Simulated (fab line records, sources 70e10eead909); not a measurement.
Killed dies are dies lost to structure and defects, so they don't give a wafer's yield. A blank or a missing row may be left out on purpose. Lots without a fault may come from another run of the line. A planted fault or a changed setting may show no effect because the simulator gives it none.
fab line records | flow nand_harc
record lots=14 wafers=42 last_day=25
route steps=1159 shown P_M2@336 P_BONDPAD@363
lots that met no fault: from a run of the same line without faults
start_h: hours from the record's first day to the start of the lot's first wafer shown | wait_h: hours since the lot's step before | " the same as in the row above | L1.1+2: a row that stands for several wafers | - no value, or no start given | * or withheld: withheld | < > ~ a bound
route shown NAME@n: a module of which the file shows steps, and the number in the route of the first | usual: mean/standard deviation of fault-free wafers | same: alike in all rows | chamber/n: place in a boat | sites: the reading at each site | _std_site: their standard deviation | _edge_site: outer sites' mean less inner sites' | radius_mm: how far each site lies from the wafer's centre | mask NAME#n: copy n | behind: the tool/chamber that last shaped the wafer | hold: why the lot was held/for how many hours/how that ended | device: the transistor (n, p or np) that didn't switch | end of line: the same wafers' tests at the end of the route | a step without rows: its recipe alone | killed: dies lost to structure and defects at the first sort, not the wafer's yield | map: a wafer's dies, x killed, . not, _ none there
set.NAME: the setting as run; set.NAME@STEP: as run at that earlier step | model.NAME: the simulator's own value behind a step, which no gauge read
steps of the route over a sample of lots; a table a step, a row a wafer
services: from which hour (start_h, from the record's first day; less than 0 if before it) a tool's chamber was out of use, for how many hours, and why
## steps
# step NHARC_P_M2_ETCH_28
# recipe target_depth_a=300 over_etch_frac=0.3 time_s=72.99 ion_energy_ev=150 cf4_flow_sccm=50 n2_flow_sccm=100 ar_flow_sccm=150 rf_w=300 bias_w=100 chemistry=CF4/N2
# usual drypump_motor_current_A=5.8/0.38 oes_product_au=1.000/0.012 rf_vpp_V=314.2/2 showerhead_plenum_p_Torr=2.63/0.12 throttle_valve_pct=19.795/0.0091
# same over_etch_frac=0.3
# columns lot.wafer tool chamber start_h wait_h drypump_motor_current_A oes_product_au rf_hours_counter_h rf_vpp_V showerhead_plenum_p_Torr throttle_valve_pct
L846.2 rie_diel-06 1 - - 6.0 1.012 2 316.4 2.70 19.807
L846.4 " 2 " " 5.8 1.000 2 317.3 2.83 19.783
L846.5 " 1 " " 6.0 1.002 - 315.9 2.70 19.789
L847.2 rie_diel-12 3 - - 6.0 1.013 16 316.1 2.69 19.776
L847.4 " 0 " " 5.3 1.001 16 315.6 2.73 19.796
L847.5 " 1 " " 5.5 0.993 - 312.6 2.52 19.804
L848.2 rie_diel-06 2 - - 5.8 1.008 2 316.6 2.83 19.802
L848.1 " 0 " " 5.4 1.003 3 312.4 2.51 19.818
L848.5 " 2 " " 5.8 1.005 - 317.4 2.83 19.813
L850.3 rie_diel-06 0 - - 5.4 1.007 3 312.8 2.51 19.801
L850.1 " 2 " " 5.8 1.009 3 317.7 2.83 19.791
L850.5 " 0 " " 5.4 1.016 - 311.2 2.51 19.785
L851.4 rie_diel-06 2 - - 5.8 1.005 3 316.6 2.83 19.797
L851.5 " 0 " " 5.4 0.998 - 311.8 2.51 19.785
L851.6 " 1 " " 6.0 1.005 - 316.4 2.70 19.792
L852.4 rie_diel-06 0 - - 5.4 1.008 4 312.0 2.51 19.772
L852.3 " 3 " " 6.4 0.996 4 312.0 2.54 19.782
L852.5 " 0 " " 5.4 1.008 - 311.6 2.51 19.791
L861.2 rie_diel-12 0 - - 5.3 1.003 2 316.1 2.72 19.783
L861.1 " 2 " " 5.8 1.015 2 312.9 2.57 19.803
L861.5 " 1 " " 5.5 0.984 - 312.8 2.51 19.778
L862.3 rie_diel-13 0 - - 5.3 1.039 48 311.5 2.44 19.785
L862.2 " 2 " " 5.4 1.006 47 316.9 2.75 19.785
L862.4 " 0 " " 5.2 1.055 - 310.5 2.44 19.788
L864.3 rie_diel-12 3 - - 6.0 1.020 1 315.6 2.69 19.804
L864.1 " 0 " " 5.3 0.994 4 315.7 2.72 19.791
L864.5 " 0 " " 5.3 1.002 - 316.1 2.72 19.791
L865.3 rie_diel-06 2 - - 5.8 0.995 6 317.7 2.83 19.796
L865.6 " 3 " " 6.5 0.984 - 312.6 2.54 19.809
L865.5 " 0 " " 5.4 1.004 - 310.8 2.51 19.791
L866.2 rie_diel-12 2 - - 5.7 1.022 7 314.5 2.56 19.794
L866.4 " 3 " " 6.0 1.006 4 316.1 2.68 19.794
L866.3 " 1 " " 5.5 0.979 8 311.4 2.51 19.805
L867.4 rie_diel-06 0 - - 5.4 0.995 0 313.0 2.51 19.778
L867.2 " 1 " " 6.0 0.988 0 316.4 2.70 19.793
L867.5 " 2 " " 5.8 1.005 - 318.4 2.83 19.802
L868.1 rie_diel-06 2 - - 5.8 1.007 0 316.5 2.83 19.794
L868.3 " 3 " " 6.4 0.996 0 311.9 2.54 19.794
L868.4 " 0 " " 5.4 0.992 0 311.3 2.51 19.791
L869.3 rie_diel-06 1 - - 6.0 0.994 1 315.4 2.70 19.800
L869.4 " 2 " " 5.8 1.007 1 316.6 2.83 19.791
L869.6 " 3 " " 6.4 0.997 - 311.9 2.54 19.792
# step NHARC_P_M2_THK_MEAS_24
# recipe thk_meas_gauge=xrf
# usual thk_nm=144.1/1.7
# columns lot.wafer tool chamber start_h wait_h thk_nm
L846.2 film_metro-02 - 125.57 - 144.9
L846.4 " - " " 146.1
L846.5 " - " " 144.8
L847.2 film_metro-02 - 126.59 - 146.8
L847.4 " - " " 145.0
L847.5 " - " " 144.5
L848.1 film_metro-01 - 141.08 - 144.2
L848.2 " - " " 143.2
L848.5 " - " " 142.2
L850.1 film_metro-02 - 150.02 - 144.5
L850.3 " - " " 143.7
L850.5 " - " " 144.0
L851.4 film_metro-02 - 160.89 - 144.4
L851.5 " - " " 147.2
L851.6 " - " " 145.0
L852.3 film_metro-02 - 163.97 - 145.4
L852.4 " - " " 141.6
L852.5 " - " " 144.4
L861.1 film_metro-02 - 221.21 - 143.1
L861.2 " - " " 143.5
L861.5 " - " " 146.2
L862.2 film_metro-02 - 222.39 - 146.3
L862.3 " - " " 142.8
L862.4 " - " " 145.5
L864.1 film_metro-01 - 236.87 - 141.8
L864.3 " - " " 142.4
L864.5 " - " " 141.0
L865.3 film_metro-01 - 238.39 - 146.3
L865.5 " - " " 147.1
L865.6 " - " " 146.6
L866.2 film_metro-01 - 251.12 - 144.9
L866.3 " - " " 144.1
L866.4 " - " " 143.3
L867.2 film_metro-01 - 255.04 - 142.1
L867.4 " - " " 144.7
L867.5 " - " " 140.6
L868.1 film_metro-02 - 255.75 - 146.2
L868.3 " - " " 142.5
L868.4 " - " " 145.3
L869.3 film_metro-01 - 278.99 - 142.9
L869.4 " - " " 144.5
L869.6 " - " " 140.9
# step NHARC_P_M2_PRE_CLEAN_32
# recipe time_s=12 temp_c=370 rf_power_w=300 gas=NH3
# usual heater_power_w=673/99
# columns lot.wafer tool chamber start_h wait_h heater_power_w
L846.2 pecvd-02 2 125.82 0.1 577
L846.4 " 0 " " 742
L846.5 " 2 " " 570
L847.2 pecvd-02 1 126.84 0.1 634
L847.4 " 0 " " 703
L847.5 " 1 " " 651
L848.1 pecvd-03 0 141.30 0.1 734
L848.2 " 1 " " 711
L848.5 " 2 " " 584
L850.1 pecvd-03 2 150.52 0.3 533
L850.3 " 1 " " 682
L850.5 " 1 " " 682
L851.6 pecvd-03 0 161.15 0.1 717
L851.4 " 1 " " 682
L851.5 " 2 " " 600
L852.3 pecvd-03 0 164.20 0.1 702
L852.5 " 0 " " 714
L852.4 " 1 " " 712
L861.2 pecvd-01 1 221.44 0.1 596
L861.1 " 2 " " 607
L861.5 " 1 " " 602
L862.2 pecvd-03 2 222.65 0.1 503
L862.3 " 0 " " 772
L862.4 " 0 " " 767
L864.1 pecvd-02 2 237.31 0.3 618
L864.3 " 0 " " 829
L864.5 " 1 " " 731
L865.3 pecvd-03 1 239.18 0.6 707
L865.5 " 2 " " 593
L865.6 " 1 " " 698
L866.2 pecvd-03 2 251.35 0.1 542
L866.3 " 0 " " 643
L866.4 " 2 " " 558
L867.2 pecvd-01 0 255.30 0.1 852
L867.4 " 1 " " 579
L867.5 " 2 " " 659
L868.1 pecvd-01 0 255.97 0.1 849
L868.3 " 2 " " 573
L868.4 " 2 " " 572
L869.3 pecvd-01 2 279.24 0.1 643
L869.4 " 1 " " 606
L869.6 " 2 " " 644
# step NHARC_P_BONDPAD_DEVELOP_08
# recipe time_s=50 dev_temp_c=22
# usual chill_plate_temp_C=23.00/0.11 developer_temp_C=22.01/0.1
# columns lot.wafer tool chamber start_h wait_h chill_plate_temp_C developer_temp_C
L846.2 litho_track-03 0 127 - 22.80 22.00
L846.4 " 0 " " 22.83 22.05
L846.5 " 0 " " 22.91 21.89
L847.2 litho_track-05 0 128 - 22.98 22.08
L847.4 " 0 " " 22.80 22.13
L847.5 " 0 " " 22.89 21.92
L848.1 litho_track-05 0 142 - 22.90 22.04
L848.2 " 0 " " 22.86 21.94
L848.5 " 0 " " 22.95 21.91
L850.1 litho_track-03 0 152 - 22.82 21.98
L850.3 " 0 " " 23.05 21.90
L850.5 " 0 " " 22.96 22.13
L851.4 litho_track-05 - 162 - - -
L851.5 " - " " - -
L851.6 " - " " - -
L852.3 litho_track-03 - 165 - - -
L852.4 " - " " - -
L852.5 " - " " - -
L861.1 litho_track-03 0 223 - 23.06 22.07
L861.2 " 0 " " 22.99 22.12
L861.5 " 0 " " 23.04 22.33
L862.2 litho_track-02 0 224 - 23.06 22.06
L862.3 " 0 " " 23.14 21.98
L862.4 " 0 " " 23.11 22.06
L864.1 litho_track-02 0 238 - 23.08 21.87
L864.3 " 0 " " 22.98 21.85
L864.5 " 0 " " 23.08 21.96
L865.3 litho_track-02 0 240 - 23.06 22.11
L865.5 " 0 " " 22.99 22.07
L865.6 " 0 " " 23.18 22.05
L866.2 litho_track-02 0 252 - 22.99 21.96
L866.3 " 0 " " 22.94 22.12
L866.4 " 0 " " 22.82 21.91
L867.2 litho_track-02 0 256 - 23.02 22.08
L867.4 " 0 " " 22.84 22.01
L867.5 " 0 " " 23.12 21.91
L868.1 litho_track-03 0 257 - 22.87 22.10
L868.3 " 0 " " 22.90 21.98
L868.4 " 0 " " 22.80 22.03
L869.3 litho_track-02 0 280 - 23.16 22.02
L869.4 " 0 " " 23.09 22.07
L869.6 " 0 " " 23.18 22.05
## services
# columns tool chamber start_h hours kind
pecvd-03 - 104.75 6.0 repair
pecvd-03 - 111.30 13.0 pm
rie_diel-12 3 111.95 6.8 repair
rie_diel-06 0 122.22 - clean
rie_diel-06 1 122.22 - clean
rie_diel-06 2 122.22 - clean
rie_diel-06 3 122.22 - clean
rie_diel-06 0 146.72 - clean
rie_diel-06 1 146.72 - clean
pecvd-02 - 153.19 13.0 pm
litho_track-02 - 165.00 7.0 pm
rie_diel-12 3 170.63 10.5 repair
pecvd-03 0 186.05 7.7 repair
rie_diel-06 - 188.85 0.9 repair
rie_diel-12 3 202.17 20.3 repair
rie_diel-12 - 202.40 9.0 pm
litho_track-03 - 213.00 7.0 pm
rie_diel-13 3 214.06 10.1 repair
rie_diel-06 0 223.46 7.6 repair
litho_track-05 - 237.00 7.0 pm
pecvd-01 - 237.31 13.0 pm
rie_diel-06 - 241.20 9.0 pm
pecvd-01 - 259.83 1.0 repair
rie_diel-13 - 276.00 9.0 pm
## key
first_sign step=NHARC_P_BONDPAD_DEVELOP_08 reading=tool_record direction=missing
effect none on later readings
met_at NHARC_P_BONDPAD_DEVELOP_08
struck_lots L851,L852
later_rows_left_out L851.4,L851.5,L851.6,L852.3,L852.4,L852.5
sort_left_out L851.4,L851.5,L851.6,L852.3,L852.4,L852.5
not_acting_at NHARC_P_M2_ETCH_28,NHARC_P_M2_THK_MEAS_24,NHARC_P_M2_PRE_CLEAN_32
onset_between 152 162
fault kind=skipped_step_whole tool=litho_track-03,litho_track-05 chamber=- onset_h=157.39 steps=NHARC_P_BONDPAD_DEVELOP_08 scope=struck_lots_only
# sort_left_out: the simulated sort isn't trusted on such a fault, so these wafers' sort isn't shown, and their yield isn't known
# later_rows_left_out: the simulator's readings of these wafers behind a module that went badly wrong aren't trusted and aren't shown, but for the sort
